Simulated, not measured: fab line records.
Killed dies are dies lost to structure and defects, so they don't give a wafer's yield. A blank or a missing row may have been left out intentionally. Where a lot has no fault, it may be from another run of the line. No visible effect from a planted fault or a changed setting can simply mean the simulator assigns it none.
Lot-split experiment || flow n5_finfet || route with 1938 steps; 7 lots, 39 wafers read

THE SPLIT ITSELF
At N5_MOL_CONTACT_COAG_VIA_ETCH_46 (etches SiO2 in C4F6/O2, target depth 46 nm, overetch 9.2 nm, time 40 s), the setting target_depth_a was moved away from the recipe's 460 angstrom on 15 of the 39 wafers read, by -30.7% to +57.3%. The other wafers ran this setting at the recipe's value.

The split's own step is where the reading is taken.

THE READING
SOC_of_MOL_CONTACT_COAG_COAT_75.thk_nm (the simulator's own value, which no gauge read), in nm, at N5_MOL_CONTACT_COAG_VIA_ETCH_46 (etches SiO2 in C4F6/O2, target depth 46 nm, overetch 9.2 nm, time 40 s). The file does not state a usual value for it. Average 51.0 nm, standard deviation 0.2 nm, over the 24 wafers here run with the recipe.

{"wafer": "L074.1", "tool, chamber at the split": "rie_diel-02, 2,0,3,2,3", "target_depth_a as run, angstrom": 460, "against the recipe": "recipe", "SOC_of_MOL_CONTACT_COAG_COAT_75.thk_nm, nm": 51.2, "against lot-mates on the recipe": "-"}
{"wafer": "L074.3", "tool, chamber at the split": "rie_diel-02, 2,0,3,2,3", "target_depth_a as run, angstrom": 460, "against the recipe": "recipe", "SOC_of_MOL_CONTACT_COAG_COAT_75.thk_nm, nm": 51.2, "against lot-mates on the recipe": "-"}
{"wafer": "L074.4", "tool, chamber at the split": "rie_diel-02, 2,0,3,2,3", "target_depth_a as run, angstrom": 460, "against the recipe": "recipe", "SOC_of_MOL_CONTACT_COAG_COAT_75.thk_nm, nm": 51.2, "against lot-mates on the recipe": "-"}
{"wafer": "L074.5", "tool, chamber at the split": "rie_diel-02, 2,0,3,2,3", "target_depth_a as run, angstrom": 460, "against the recipe": "recipe", "SOC_of_MOL_CONTACT_COAG_COAT_75.thk_nm, nm": 51.2, "against lot-mates on the recipe": "-"}
{"wafer": "L074.6", "tool, chamber at the split": "rie_diel-02, 2,0,3,2,3", "target_depth_a as run, angstrom": 460, "against the recipe": "recipe", "SOC_of_MOL_CONTACT_COAG_COAT_75.thk_nm, nm": 51.2, "against lot-mates on the recipe": "-"}
{"wafer": "L074.2", "tool, chamber at the split": "rie_diel-02, 1", "target_depth_a as run, angstrom": 460, "against the recipe": "recipe", "SOC_of_MOL_CONTACT_COAG_COAT_75.thk_nm, nm": 51, "against lot-mates on the recipe": "-"}
{"wafer": "L082.1", "tool, chamber at the split": "rie_diel-05, 3,1", "target_depth_a as run, angstrom": 460, "against the recipe": "recipe", "SOC_of_MOL_CONTACT_COAG_COAT_75.thk_nm, nm": 50.8, "against lot-mates on the recipe": "-"}
{"wafer": "L082.4", "tool, chamber at the split": "rie_diel-05, 3,1", "target_depth_a as run, angstrom": 460, "against the recipe": "recipe", "SOC_of_MOL_CONTACT_COAG_COAT_75.thk_nm, nm": 50.8, "against lot-mates on the recipe": "-"}
{"wafer": "L082.2", "tool, chamber at the split": "rie_diel-05, 0", "target_depth_a as run, angstrom": 617.7, "against the recipe": "+34.3%", "SOC_of_MOL_CONTACT_COAG_COAT_75.thk_nm, nm": 48.8, "against lot-mates on the recipe": -2.1}
{"wafer": "L082.3", "tool, chamber at the split": "rie_diel-05, 2", "target_depth_a as run, angstrom": 460, "against the recipe": "recipe", "SOC_of_MOL_CONTACT_COAG_COAT_75.thk_nm, nm": 51, "against lot-mates on the recipe": "-"}
{"wafer": "L082.5", "tool, chamber at the split": "rie_diel-05, 2", "target_depth_a as run, angstrom": 617.7, "against the recipe": "+34.3%", "SOC_of_MOL_CONTACT_COAG_COAT_75.thk_nm, nm": 49.4, "against lot-mates on the recipe": -1.5}
{"wafer": "L082.6", "tool, chamber at the split": "rie_diel-05, 1", "target_depth_a as run, angstrom": 617.7, "against the recipe": "+34.3%", "SOC_of_MOL_CONTACT_COAG_COAT_75.thk_nm, nm": 48.6, "against lot-mates on the recipe": -2.3}
{"wafer": "L085.1", "tool, chamber at the split": "rie_diel-02, 3", "target_depth_a as run, angstrom": 460, "against the recipe": "recipe", "SOC_of_MOL_CONTACT_COAG_COAT_75.thk_nm, nm": 51.2, "against lot-mates on the recipe": "-"}
{"wafer": "L085.2", "tool, chamber at the split": "rie_diel-02, 0,2", "target_depth_a as run, angstrom": 318.8, "against the recipe": "-30.7%", "SOC_of_MOL_CONTACT_COAG_COAT_75.thk_nm, nm": 52.8, "against lot-mates on the recipe": "+1.7"}
{"wafer": "L085.4", "tool, chamber at the split": "rie_diel-02, 0,2", "target_depth_a as run, angstrom": 318.8, "against the recipe": "-30.7%", "SOC_of_MOL_CONTACT_COAG_COAT_75.thk_nm, nm": 52.8, "against lot-mates on the recipe": "+1.7"}
{"wafer": "L085.3", "tool, chamber at the split": "rie_diel-02, 1", "target_depth_a as run, angstrom": 318.8, "against the recipe": "-30.7%", "SOC_of_MOL_CONTACT_COAG_COAT_75.thk_nm, nm": 52.6, "against lot-mates on the recipe": "+1.5"}
{"wafer": "L085.5", "tool, chamber at the split": "rie_diel-02, 0,1", "target_depth_a as run, angstrom": 460, "against the recipe": "recipe", "SOC_of_MOL_CONTACT_COAG_COAT_75.thk_nm, nm": 51, "against lot-mates on the recipe": "-"}
{"wafer": "L085.6", "tool, chamber at the split": "rie_diel-02, 0,1", "target_depth_a as run, angstrom": 460, "against the recipe": "recipe", "SOC_of_MOL_CONTACT_COAG_COAT_75.thk_nm, nm": 51, "against lot-mates on the recipe": "-"}
{"wafer": "L090.1", "tool, chamber at the split": "rie_diel-04, 3", "target_depth_a as run, angstrom": 647.2, "against the recipe": "+40.7%", "SOC_of_MOL_CONTACT_COAG_COAT_75.thk_nm, nm": 48.6, "against lot-mates on the recipe": -2.1}
{"wafer": "L090.2", "tool, chamber at the split": "rie_diel-04, 0", "target_depth_a as run, angstrom": 647.2, "against the recipe": "+40.7%", "SOC_of_MOL_CONTACT_COAG_COAT_75.thk_nm, nm": 48.4, "against lot-mates on the recipe": -2.3}
{"wafer": "L090.3", "tool, chamber at the split": "rie_diel-04, 1", "target_depth_a as run, angstrom": 460, "against the recipe": "recipe", "SOC_of_MOL_CONTACT_COAG_COAT_75.thk_nm, nm": 50.4, "against lot-mates on the recipe": "-"}
{"wafer": "L090.4", "tool, chamber at the split": "rie_diel-04, 2", "target_depth_a as run, angstrom": 460, "against the recipe": "recipe", "SOC_of_MOL_CONTACT_COAG_COAT_75.thk_nm, nm": 50.8, "against lot-mates on the recipe": "-"}
{"wafer": "L090.6", "tool, chamber at the split": "rie_diel-04, 2", "target_depth_a as run, angstrom": 460, "against the recipe": "recipe", "SOC_of_MOL_CONTACT_COAG_COAT_75.thk_nm, nm": 50.8, "against lot-mates on the recipe": "-"}
{"wafer": "L090.5", "tool, chamber at the split": "rie_diel-04, 1", "target_depth_a as run, angstrom": 647.2, "against the recipe": "+40.7%", "SOC_of_MOL_CONTACT_COAG_COAT_75.thk_nm, nm": 47.8, "against lot-mates on the recipe": -2.9}
{"wafer": "L091.1", "tool, chamber at the split": "rie_diel-05, 2", "target_depth_a as run, angstrom": 723.8, "against the recipe": "+57.3%", "SOC_of_MOL_CONTACT_COAG_COAT_75.thk_nm, nm": 48, "against lot-mates on the recipe": -2.9}
{"wafer": "L091.2", "tool, chamber at the split": "rie_diel-05, 0", "target_depth_a as run, angstrom": 723.8, "against the recipe": "+57.3%", "SOC_of_MOL_CONTACT_COAG_COAT_75.thk_nm, nm": 47.8, "against lot-mates on the recipe": -3.1}
{"wafer": "L091.3", "tool, chamber at the split": "rie_diel-05, 3", "target_depth_a as run, angstrom": 460, "against the recipe": "recipe", "SOC_of_MOL_CONTACT_COAG_COAT_75.thk_nm, nm": 50.8, "against lot-mates on the recipe": "-"}
{"wafer": "L091.5", "tool, chamber at the split": "rie_diel-05, 3", "target_depth_a as run, angstrom": 460, "against the recipe": "recipe", "SOC_of_MOL_CONTACT_COAG_COAT_75.thk_nm, nm": 50.8, "against lot-mates on the recipe": "-"}
{"wafer": "L091.4", "tool, chamber at the split": "rie_diel-05, 0", "target_depth_a as run, angstrom": 723.8, "against the recipe": "+57.3%", "SOC_of_MOL_CONTACT_COAG_COAT_75.thk_nm, nm": 47.6, "against lot-mates on the recipe": -3.3}
{"wafer": "L091.6", "tool, chamber at the split": "rie_diel-05, 2", "target_depth_a as run, angstrom": 460, "against the recipe": "recipe", "SOC_of_MOL_CONTACT_COAG_COAT_75.thk_nm, nm": 51, "against lot-mates on the recipe": "-"}
{"wafer": "L092.1", "tool, chamber at the split": "rie_diel-04, 1", "target_depth_a as run, angstrom": 561.1, "against the recipe": "+22.0%", "SOC_of_MOL_CONTACT_COAG_COAT_75.thk_nm, nm": 49.4, "against lot-mates on the recipe": -1.5}
{"wafer": "L092.2", "tool, chamber at the split": "rie_diel-04, 3", "target_depth_a as run, angstrom": 460, "against the recipe": "recipe", "SOC_of_MOL_CONTACT_COAG_COAT_75.thk_nm, nm": 51.2, "against lot-mates on the recipe": "-"}
{"wafer": "L092.3", "tool, chamber at the split": "rie_diel-04, 0,1", "target_depth_a as run, angstrom": 460, "against the recipe": "recipe", "SOC_of_MOL_CONTACT_COAG_COAT_75.thk_nm, nm": 50.8, "against lot-mates on the recipe": "-"}
{"wafer": "L092.4", "tool, chamber at the split": "rie_diel-04, 0,1", "target_depth_a as run, angstrom": 460, "against the recipe": "recipe", "SOC_of_MOL_CONTACT_COAG_COAT_75.thk_nm, nm": 50.8, "against lot-mates on the recipe": "-"}
{"wafer": "L092.5", "tool, chamber at the split": "rie_diel-04, 0", "target_depth_a as run, angstrom": 561.1, "against the recipe": "+22.0%", "SOC_of_MOL_CONTACT_COAG_COAT_75.thk_nm, nm": 49.6, "against lot-mates on the recipe": -1.3}
{"wafer": "L092.6", "tool, chamber at the split": "rie_diel-04, 3", "target_depth_a as run, angstrom": 561.1, "against the recipe": "+22.0%", "SOC_of_MOL_CONTACT_COAG_COAT_75.thk_nm, nm": 49.8, "against lot-mates on the recipe": -1.1}
{"wafer": "L096.2", "tool, chamber at the split": "rie_diel-04, 3", "target_depth_a as run, angstrom": 460, "against the recipe": "recipe", "SOC_of_MOL_CONTACT_COAG_COAT_75.thk_nm, nm": 51.2, "against lot-mates on the recipe": "-"}
{"wafer": "L096.3", "tool, chamber at the split": "rie_diel-04, 0,3", "target_depth_a as run, angstrom": 460, "against the recipe": "recipe", "SOC_of_MOL_CONTACT_COAG_COAT_75.thk_nm, nm": 51, "against lot-mates on the recipe": "-"}
{"wafer": "L096.5", "tool, chamber at the split": "rie_diel-04, 0,3", "target_depth_a as run, angstrom": 460, "against the recipe": "recipe", "SOC_of_MOL_CONTACT_COAG_COAT_75.thk_nm, nm": 51, "against lot-mates on the recipe": "-"}
If several chambers appear in one row, that row covers several wafers at once and the file leaves open which wafer was in which chamber.

THE FIT
A straight line over all 39 wafers: SOC_of_MOL_CONTACT_COAG_COAT_75.thk_nm changes by -0.0588 nm for each +1% of target_depth_a; r = -0.98; the points scatter about the line by 0.25 nm.
The same after taking each lot's own level away (the mean of its wafers on the recipe; 39 wafers): -0.0554 nm for each +1%; r = -0.99; scatter 0.19 nm.
Per that fit: largest target_depth_a move, reading shift of 3.2 nm.
The lots' own levels span 50.67 to 51.17 nm, that is 2.5 times the standard deviation above.
The two slopes are in agreement: the lot-to-lot level therefore moves the slope only a little.
Check: with one of the wafers moved furthest among these (+57.3%) left out of the fit, the line predicts -3.25 nm for it against its lot-mates. Against them it came out at -2.87 nm.

OTHER SPLITS APPLIED TO THESE WAFERS
These wafers also went through other splits before the reading. Each is held against what the fit with the lots' levels taken away leaves over:
{"other split on the same wafers": "N5_FIN_SAQP_ETCH_65 time_s", "wafers away from the commonest value": 18, "r with SOC_of_MOL_CONTACT_COAG_COAT_75.thk_nm (lot level and that fit taken away)": "+0.25"}
{"other split on the same wafers": "N5_SD_EPI_N_EPI_21 epi_growth_time_s", "wafers away from the commonest value": 12, "r with SOC_of_MOL_CONTACT_COAG_COAT_75.thk_nm (lot level and that fit taken away)": "+0.08"}
{"other split on the same wafers": "N5_HKMG_FIN_PWFM_ALD_03 ald_cycles", "wafers away from the commonest value": 9, "r with SOC_of_MOL_CONTACT_COAG_COAT_75.thk_nm (lot level and that fit taken away)": -0.07}

THE FILE'S OWN FIT
SOC_of_MOL_CONTACT_COAG_COAT_75.thk_nm changes by -0.0557 nm for each +1% of target_depth_a, r = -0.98.
